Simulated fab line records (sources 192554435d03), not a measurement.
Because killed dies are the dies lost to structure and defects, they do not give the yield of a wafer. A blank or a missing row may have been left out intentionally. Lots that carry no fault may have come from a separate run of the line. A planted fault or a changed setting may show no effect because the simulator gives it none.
Split-lot trial | flow n5_finfet | on a route of 1938 steps: 7 lots, 39 wafers read

## THE SPLIT
At N5_HKMG_FIN_ETCH_58 (etches SOC in N2/H2, target depth 215.8 nm, time 741 s), the setting bias_w was moved away from the recipe's 13 W on 9 of the 39 wafers read, by +6.4% to +17.8%. The other wafers ran this setting at the recipe's value.

The reading comes from the split's own step.

## THE READING
rf_vpp_V, in V, at N5_HKMG_FIN_ETCH_58 (etches SOC in N2/H2, target depth 215.8 nm, time 741 s). A value of 99.3 V with a standard deviation of 0.95 V is what fault-free wafers of this fab line usually give.

wafer  | tool, chamber at the split | bias_w as run, W | against the recipe | rf_vpp_V, V | against lot-mates on the recipe
L076.1 | rie_diel-01, 2             | 13.94            | +7.2%              | 103.8       | +4.1
L076.2 | rie_diel-01, 3             | 13               | recipe             | 100.2       | -
L076.3 | rie_diel-01, 1             | 13               | recipe             | 98.6        | -
L076.4 | rie_diel-01, 0             | 13.94            | +7.2%              | 106.8       | +7.1
L076.5 | rie_diel-01, 2             | 13.94            | +7.2%              | 106.0       | +6.3
L076.6 | rie_diel-01, 3             | 13               | recipe             | 100.4       | -
L080.1 | rie_diel-03, 0             | 13               | recipe             | 98.5        | -
L080.2 | rie_diel-03, 1             | 13               | recipe             | 98.7        | -
L080.3 | rie_diel-03, 2             | 13               | recipe             | 100.2       | -
L080.4 | rie_diel-03, 3             | 13               | recipe             | 97.6        | -
L080.5 | rie_diel-03, 3             | 13               | recipe             | 98.5        | -
L080.6 | rie_diel-03, 0             | 13               | recipe             | 98.2        | -
L083.1 | rie_diel-05, 0             | 15.32            | +17.8%             | 110.2       | +10.7
L083.2 | rie_diel-05, 1             | 13               | recipe             | 99.1        | -
L083.3 | rie_diel-05, 2             | 15.32            | +17.8%             | 109.7       | +10.2
L083.4 | rie_diel-05, 3             | 15.32            | +17.8%             | 110.4       | +10.9
L083.5 | rie_diel-05, 0             | 13               | recipe             | 100.6       | -
L083.6 | rie_diel-05, 3             | 13               | recipe             | 98.7        | -
L086.3 | rie_diel-05, 2             | 13               | recipe             | 99.6        | -
L086.4 | rie_diel-05, 3             | 13               | recipe             | 99.4        | -
L086.6 | rie_diel-05, 3             | 13               | recipe             | 97.3        | -
L088.1 | rie_diel-01, 1             | 13               | recipe             | 98.0        | -
L088.2 | rie_diel-01, 2             | 13               | recipe             | 100.4       | -
L088.3 | rie_diel-01, 3             | 13               | recipe             | 99.9        | -
L088.4 | rie_diel-01, 0             | 13               | recipe             | 98.8        | -
L088.5 | rie_diel-01, 3             | 13               | recipe             | 100.5       | -
L088.6 | rie_diel-01, 0             | 13               | recipe             | 99.4        | -
L096.1 | rie_diel-01, 3             | 13               | recipe             | 100.0       | -
L096.2 | rie_diel-01, 1             | 13               | recipe             | 99.0        | -
L096.3 | rie_diel-01, 0             | 13               | recipe             | 99.8        | -
L096.4 | rie_diel-01, 2             | 13               | recipe             | 98.5        | -
L096.5 | rie_diel-01, 2             | 13               | recipe             | 99.9        | -
L096.6 | rie_diel-01, 3             | 13               | recipe             | 99.2        | -
L097.1 | rie_diel-01, 0             | 13.83            | +6.4%              | 104.2       | +4.6
L097.2 | rie_diel-01, 2             | 13               | recipe             | 101.5       | -
L097.3 | rie_diel-01, 1             | 13.83            | +6.4%              | 103.0       | +3.4
L097.4 | rie_diel-01, 3             | 13               | recipe             | 99.5        | -
L097.5 | rie_diel-01, 0             | 13.83            | +6.4%              | 102.0       | +2.4
L097.6 | rie_diel-01, 1             | 13               | recipe             | 97.9        | -

THE FIT
A straight line over all 39 wafers: rf_vpp_V changes by +0.633 V for each +1% of bias_w; r = +0.95; the points scatter about the line by 1.1 V.
The same after taking each lot's own level away (the mean of its wafers on the recipe; 39 wafers): +0.613 V for each +1%; r = +0.95; scatter 1 V.
Per that fit: largest bias_w move, reading shift of 11 V.
From 98.62 to 99.73 V: that is the span of the lots' own levels, equal to 1.2 times the standard deviation above.
The two slopes are in agreement: the lot-to-lot level therefore moves the slope only a little.
Check: for one of the wafers moved furthest among these (+17.8%), held out of the fit, the line's prediction against its lot-mates is +11.1 V. Against them it came out at +10.7 V.
Tool readings at the split's step, against how far the setting was moved: rf_vpp_V r = +0.95.

## THESE WAFERS: OTHER SPLITS
Before the reading, these wafers also passed through other splits. Each is held against what the fit with the lots' levels taken away leaves over:
other split on the same wafers    | wafers away from the commonest value | r with rf_vpp_V (lot level and that fit taken away)
N5_WELL_APT_EXPOSE_05 dose_mj     | 18                                   | -0.22
N5_WELL_APT_IMPLANT_31 energy_kev | 18                                   | +0.02
N5_FIN_CUT_ETCH_21 bias_w         | 18                                   | +0.16

## FILE'S OWN FIT
rf_vpp_V changes by +0.615 V for each +1% of bias_w, r = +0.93.
